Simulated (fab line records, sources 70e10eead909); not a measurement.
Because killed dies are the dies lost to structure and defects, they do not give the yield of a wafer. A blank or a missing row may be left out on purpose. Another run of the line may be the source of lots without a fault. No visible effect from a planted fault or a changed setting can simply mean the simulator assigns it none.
Matching of chambers ; flow nandHarc ; 4 sister chambers for NHARC_P_GATE_DESCUM_31 on rieDiel-12
The step chemistry O2, time 3 s. 4 wafers are shown with their chamber, then 7 later ones without.

== WAFERS, EACH WITH ITS CHAMBER ==
wafer;chamber;showerheadPlenumPTorr (Torr)
L100.5;3;1.87
L110.6;2;1.84
L115.2;1;1.97
L115.4;0;1.90

== WAFERS WITH NO CHAMBER GIVEN ==
wafer;showerheadPlenumPTorr (Torr)
L115.5;1.90
L116.2;1.97
L116.5;1.97
L116.6;1.83
L122.2;1.96
L122.3;1.83
L122.6;1.96

== WHICH CHAMBER EACH WENT THROUGH ==
wafer;from the rows above;in truth
L115.5;0;0
L116.2;1;1
L116.5;1;1
L116.6;2;2
L122.2;1;1
L122.3;2;2
L122.6;1;1
Correct placement for 7 of the 7. Left unplaced by these rows: 0. Placed wrongly: 0.
How it was worked out, from the rows above alone: a wafer's distance from a chamber is the root of the sum, over the readings, of the square of ((its reading less the chamber's mean) divided by the reading's scatter). The wafer belongs to the nearest chamber; if the next one is less than 2 further off, it can't be placed. The mean given for a chamber averages the wafers shown for that chamber. The scatter (one wafer shown for each chamber): square how far every hidden wafer sits from the nearest shown wafer, average those squares and take the square root.
